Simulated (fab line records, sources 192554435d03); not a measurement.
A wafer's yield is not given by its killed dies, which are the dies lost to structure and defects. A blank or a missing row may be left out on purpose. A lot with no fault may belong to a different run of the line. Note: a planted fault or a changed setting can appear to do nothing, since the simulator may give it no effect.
Matching of chambers | flow n5_finfet | N5_BEOL_M10_ETCH_61 on rie_diel-01: 4 sister chambers
The step etches SiARC in CF4, target depth 39 nm, time 65 s. 8 wafers are shown with their chamber, then 9 later ones without.

## WAFERS WITH THEIR CHAMBER
wafer  | chamber | drypump_motor_current_A (A) | throttle_valve_pct (%)
L078.5 | 1       | 5.2                         | 15.50
L080.1 | 0       | 6.3                         | 15.47
L082.1 | 1       | 5.2                         | 15.51
L082.2 | 0       | 6.4                         | 15.48
L084.1 | 3       | 5.3                         | 15.77
L085.2 | 3       | 5.3                         | 15.77
L085.3 | 2       | 5.0                         | 15.98
L085.6 | 2       | 4.9                         | 15.99

## WAFERS WITHOUT THEIR CHAMBER
wafer  | drypump_motor_current_A (A) | throttle_valve_pct (%)
L086.1 | 4.9                         | 15.99
L086.3 | 6.4                         | 15.49
L086.6 | 5.0                         | 15.97
L092.3 | 4.9                         | 16.01
L092.4 | 6.3                         | 15.50
L092.6 | 5.2                         | 15.54
L095.2 | 4.9                         | 16.00
L095.3 | 5.3                         | 15.82
L095.4 | 5.2                         | 15.56

## EACH ONE'S CHAMBER
wafer  | from the rows above | in truth
L086.1 | 2                   | 2
L086.3 | 0                   | 0
L086.6 | 2                   | 2
L092.3 | 2                   | 2
L092.4 | 0                   | 0
L092.6 | 1                   | 1
L095.2 | 2                   | 2
L095.3 | 3                   | 3
L095.4 | 1                   | 1
Placed correctly: 9 of 9. Can't be placed from these rows: 0. Wrongly placed: 0.
How it was worked out, from the rows above alone: a wafer's distance from a chamber is the root of the sum, over the readings, of the square of ((its reading less the chamber's mean) divided by the reading's scatter). If the next closest chamber is less than 2 further off than the closest, the wafer can't be placed; otherwise it belongs to the closest. For every chamber, the mean is computed from those of its wafers that are shown. The scatter: the root of (the sum of the squares of (reading less its chamber's mean) over the shown wafers, divided by (wafers less chambers)).
